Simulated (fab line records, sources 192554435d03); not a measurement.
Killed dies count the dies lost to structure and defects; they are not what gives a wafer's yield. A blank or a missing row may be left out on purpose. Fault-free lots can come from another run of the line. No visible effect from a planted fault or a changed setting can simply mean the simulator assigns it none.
Split-lot experiment + flow n5_finfet + on a route of 1938 steps: 7 lots, 39 wafers read

THE SPLIT ITSELF
At N5_ZERO_LAYER_DEVELOP_10 (develop time 60 s), the setting develop_time_s was moved away from the recipe's 60 s on 15 of the 39 wafers read, by -59.9% to +59.4%. All remaining wafers had this setting at the recipe value.

THE PATH FROM SPLIT TO READING: the file shows 1 step between them
- N5_ZERO_LAYER_HARDBAKE_23: time 120 s

THE READING
cd_nm, in nm, at N5_ZERO_LAYER_CD_MEAS_11 (target cd 2000 nm). Fault-free wafers of this fab line usually give 1999.8 nm, standard deviation 2.6 nm.

| wafer  | tool, chamber at the split | develop_time_s as run, s | against the recipe | cd_nm, nm | against lot-mates on the recipe |
|--------|----------------------------|--------------------------|--------------------|-----------|---------------------------------|
| L074.1 | litho_track-03, 0          | 60                       | recipe             | 2001.7    | -                               |
| L074.2 | litho_track-03, 0          | 60                       | recipe             | 1999.3    | -                               |
| L074.3 | litho_track-03, 0          | 60                       | recipe             | 2001.6    | -                               |
| L074.4 | litho_track-03, 0          | 60                       | recipe             | 1999.6    | -                               |
| L074.5 | litho_track-03, 0          | 60                       | recipe             | 1997.8    | -                               |
| L074.6 | litho_track-03, 0          | 60                       | recipe             | 2000.6    | -                               |
| L075.2 | litho_track-03, 0          | 60                       | recipe             | 1998.3    | -                               |
| L075.3 | litho_track-03, 0          | 60                       | recipe             | 2001.6    | -                               |
| L075.6 | litho_track-03, 0          | 60                       | recipe             | 1999.8    | -                               |
| L077.1 | litho_track-03, 0          | 38.71                    | -35.5%             | 1990.2    | -11.3                           |
| L077.2 | litho_track-03, 0          | 38.71                    | -35.5%             | 1993.0    | -8.5                            |
| L077.3 | litho_track-03, 0          | 60                       | recipe             | 2000.5    | -                               |
| L077.4 | litho_track-03, 0          | 38.71                    | -35.5%             | 1992.2    | -9.3                            |
| L077.5 | litho_track-03, 0          | 60                       | recipe             | 2003.8    | -                               |
| L077.6 | litho_track-03, 0          | 60                       | recipe             | 2000.2    | -                               |
| L080.1 | litho_track-05, 0          | 24.05                    | -59.9%             | 1976.4    | -21.1                           |
| L080.2 | litho_track-05, 0          | 60                       | recipe             | 1999.0    | -                               |
| L080.3 | litho_track-05, 0          | 24.05                    | -59.9%             | 1977.7    | -19.8                           |
| L080.4 | litho_track-05, 0          | 24.05                    | -59.9%             | 1975.5    | -22.0                           |
| L080.5 | litho_track-05, 0          | 60                       | recipe             | 1998.1    | -                               |
| L080.6 | litho_track-05, 0          | 60                       | recipe             | 1995.3    | -                               |
| L089.1 | litho_track-05, 0          | 60                       | recipe             | 1998.0    | -                               |
| L089.2 | litho_track-05, 0          | 30.1                     | -49.8%             | 1981.3    | -16.6                           |
| L089.3 | litho_track-05, 0          | 30.1                     | -49.8%             | 1986.0    | -11.9                           |
| L089.4 | litho_track-05, 0          | 60                       | recipe             | 1997.6    | -                               |
| L089.5 | litho_track-05, 0          | 30.1                     | -49.8%             | 1982.5    | -15.4                           |
| L089.6 | litho_track-05, 0          | 60                       | recipe             | 1998.1    | -                               |
| L092.1 | litho_track-03, 0          | 60                       | recipe             | 1999.1    | -                               |
| L092.2 | litho_track-03, 0          | 60                       | recipe             | 2000.0    | -                               |
| L092.3 | litho_track-03, 0          | 95.64                    | +59.4%             | 2011.7    | +12.2                           |
| L092.4 | litho_track-03, 0          | 95.64                    | +59.4%             | 2008.5    | +9.0                            |
| L092.5 | litho_track-03, 0          | 95.64                    | +59.4%             | 2013.2    | +13.7                           |
| L092.6 | litho_track-03, 0          | 60                       | recipe             | 1999.5    | -                               |
| L096.1 | litho_track-05, 0          | 24.64                    | -58.9%             | 1980.4    | -18.6                           |
| L096.2 | litho_track-05, 0          | 24.64                    | -58.9%             | 1978.7    | -20.3                           |
| L096.3 | litho_track-05, 0          | 24.64                    | -58.9%             | 1976.7    | -22.3                           |
| L096.4 | litho_track-05, 0          | 60                       | recipe             | 1997.9    | -                               |
| L096.5 | litho_track-05, 0          | 60                       | recipe             | 1996.5    | -                               |
| L096.6 | litho_track-05, 0          | 60                       | recipe             | 2002.7    | -                               |

FIT RESULTS
A straight line over all 39 wafers: cd_nm changes by +0.295 nm for each +1% of develop_time_s; r = +0.95; the points scatter about the line by 3 nm.
The same after taking each lot's own level away (the mean of its wafers on the recipe; 39 wafers): +0.284 nm for each +1%; r = +0.97; scatter 2.5 nm.
That fit puts the effect of the largest move of develop_time_s on the reading at 17 nm.
Across the lots, their own levels run from 1997.47 to 2001.50 nm, a range of 1.6 times the standard deviation given above.
Consequently the slope shifts little with the lot-to-lot level, the two slopes agreeing.
Check: -17.7 nm against its lot-mates is what the line predicts for one of the wafers moved furthest among these (-59.9%) when that wafer is left out of the fit. It came out at -21.1 nm against them.

THE WHOLE CHAIN: every reading that the file lists as answering this split, in the file's order
| step                     | what it does                                        | reading                                                           | change (the file's fit)               | r (the file's) |
|--------------------------|-----------------------------------------------------|-------------------------------------------------------------------|---------------------------------------|----------------|
| N5_ZERO_LAYER_CD_MEAS_11 | target cd 2000 nm                                   | cd_nm                                                             | +0.294 nm for each +1% of the setting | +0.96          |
| N5_ZERO_LAYER_DESCUM_16  | chemistry O2, time 7.9 s                            | ZERO_LAYER.cd_nm (the simulator's own value, which no gauge read) | +0.296 nm for each +1% of the setting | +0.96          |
| N5_ZERO_LAYER_ETCH_17    | etches SiO2 in CF4, target depth 12 nm, time 13.3 s | ZERO_LAYER.cd_nm (the simulator's own value, which no gauge read) | +0.295 nm for each +1% of the setting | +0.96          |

FILE'S OWN FIT
cd_nm changes by +0.294 nm for each +1% of develop_time_s, r = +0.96.
